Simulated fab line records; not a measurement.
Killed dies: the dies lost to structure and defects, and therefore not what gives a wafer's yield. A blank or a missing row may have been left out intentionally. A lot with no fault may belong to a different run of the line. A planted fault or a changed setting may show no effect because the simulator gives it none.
Comparing a struck lot with a sound one :: flow n5_finfet :: 36 steps out of a route of 1938
Sound: wafers L549.2, L549.3, L549.6. Wafers L557.1, L557.2, L557.3 were the ones struck. Last of all comes the cause.
At each step with rows: each side's tool, then ch and its chambers, then its first start. Under that, the readings that differ: sound wafers :: struck wafers :: difference of the means :: sigmas: that difference in standard deviations of wafers without a fault.
alike: readings whose means differ by less than 2 such deviations, and words and numbers that are the same on both sides. not compared: withheld readings, readings that some wafer has no value for, bounds like >300 that may hide the same value, and numbers for which the record gives no deviation and whose values overlap.
A row with sigmas, a row that says differs or no value, or rows on one side alone: a step with any of these is where the two part. Non-overlapping numbers with no deviation appear without sigmas and do not part them. A reading that every wafer of one side lacks parts them only if that side has two wafers or more.

first, 7 steps without rows for these wafers: N5_BEOL_M4_PRE_CLEAN_60 (time 15 s); N5_BEOL_M4_CO_CAP_55 (material Co, precursor CCTBA/H2, target thk 2 nm, time 102.1 s); N5_BEOL_M4_PRE_CLEAN_56 (time 15 s); N5_BEOL_M4_DEP_57 (deposits SiCN from 3MS/NH3, target thk 8 nm, time 14 s); N5_BEOL_M5_ILD_DEP_00 (deposits SiCOH lowk from DEMS/porogen, target thk 140.64 nm, time 25.9 s); N5_BEOL_M5_CURE_79 (cures SiCOH lowk, time 240 s); N5_BEOL_M5_PECVD_70 (deposits SiO2 from TEOS/O2, target thk 16 nm, time 18 s).
N5_BEOL_M5_HM_DEP_02: deposits TiN, target thk 20 nm.
  sound: pvd_sputter-02 at day 10 10:32; struck: pvd_sputter-02 at day 12 09:49
  alike: throttle_valve_pct
then, 9 steps without rows for these wafers: N5_BEOL_M5_COAT_59 (time 60 s, resist thk 60 nm); N5_BEOL_M5_COAT_60 (time 60 s, resist thk 12 nm); N5_BEOL_M5_COAT_71 (time 60 s, resist thk 5 nm); N5_BEOL_M5_COAT_05 (resist thk 30 nm); N5_BEOL_M5_EBR_07; N5_BEOL_M5_SOFTBAKE_06 (time 60 s); N5_BEOL_M5_EXPOSE_08 (exposes mask M5, target cd 28 nm); N5_BEOL_M5_PEB_09 (peb time 60 s); N5_BEOL_M5_DEVELOP_10 (develop time 30 s).
N5_BEOL_M5_INSPECT_13: inspects for defects (brightfield).
  sound: defect_inspect-02 at day 10 11:01; struck: defect_inspect-01 at day 12 10:18
reading: raw_defect_count
sound: 366 300 264
struck: 891 752 766
difference: +493
sigmas: +5
then, 16 steps without rows for these wafers: N5_BEOL_M5_DESCUM_16 (chemistry O2, time 7 s); N5_BEOL_M5_ETCH_72 (etches underlayer in N2/H2, target depth 6.5 nm, time 5.2 s); N5_BEOL_M5_ETCH_61 (etches SiARC in CF4, target depth 15.6 nm, time 26 s); N5_BEOL_M5_ETCH_62 (etches SOC in N2/H2, target depth 75 nm, overetch 15 nm, time 112.5 s); N5_BEOL_M5_STRIP_63 (strips in N2/H2); N5_BEOL_M5_STRIP_73 (strips in N2/H2); N5_BEOL_M5_STRIP_64 (strips in CF4); N5_BEOL_M5_HM_OPEN_17 (chemistry Cl2/BCl3, target TiN, target depth 20 nm, overetch 6 nm); N5_BEOL_M5_STRIP_19 (strips in O2); N5_BEOL_M5_COAT_65 (time 60 s, resist thk 60 nm); N5_BEOL_M5_COAT_66 (time 60 s, resist thk 12 nm); N5_BEOL_M5_COAT_74 (time 60 s, resist thk 5 nm); N5_BEOL_M5_COAT_22 (resist thk 30 nm); N5_BEOL_M5_EBR_24; N5_BEOL_M5_SOFTBAKE_23 (time 60 s); N5_BEOL_M5_EXPOSE_25 (exposes mask V4, defocus 10 nm).
N5_BEOL_M5_INSPECT_30: inspects for defects (brightfield).
  sound: defect_inspect-01 at day 10 12:04; struck: defect_inspect-01 at day 12 14:19
reading: raw_defect_count
sound: 384 304 283
struck: 846 741 797
difference: +471
sigmas: +5
-- here the record skips 5 days between the struck wafers' starts before and after, leaving off in module BEOL_M5 and picking up in module PASSIVATION (first step shown: number 1936 of the route) --
N5_PASSIVATION_PROBE_49:
  sound: prober-02 at day 15 20:04; struck: prober-01 at day 17 05:01
reading: defect_limited_yield (%)
sound: 89.7 93.6 91.9
struck: 83.0 87.2 82.3
difference: -7.6
sigmas: -5

reading: killed_at_M4_up
sound: 7 8 11
struck: 112 67 117
difference: +90
sigmas: +19

reading: killed_at_contacts
sound: 24 29 33
struck: 12 9 14
difference: -17
sigmas: -2

reading: killed_dies
sound: 122 76 96
struck: 201 151 209
difference: +89
sigmas: +5

reading: sort_bin_5_function (%)
sound: 5.6 3.6 5.1
struck: 10.2 7.5 11.3
difference: +4.9
sigmas: +5

reading: sort_n_pass
sound: 1058 1101 1084
struck: 979 1029 971
difference: -88
sigmas: -5
  alike: killed_at_M0_to_M3, killed_at_front_end, killed_at_other, killed_on_rim, killed_open, killed_short, sort_bin_6_memory, sort_bin_8_speed

== WHERE THEY PART ==
Earliest at N5_BEOL_M5_INSPECT_13; latest, in this record, at N5_PASSIVATION_PROBE_49.

WHY: the cause the simulator had injected
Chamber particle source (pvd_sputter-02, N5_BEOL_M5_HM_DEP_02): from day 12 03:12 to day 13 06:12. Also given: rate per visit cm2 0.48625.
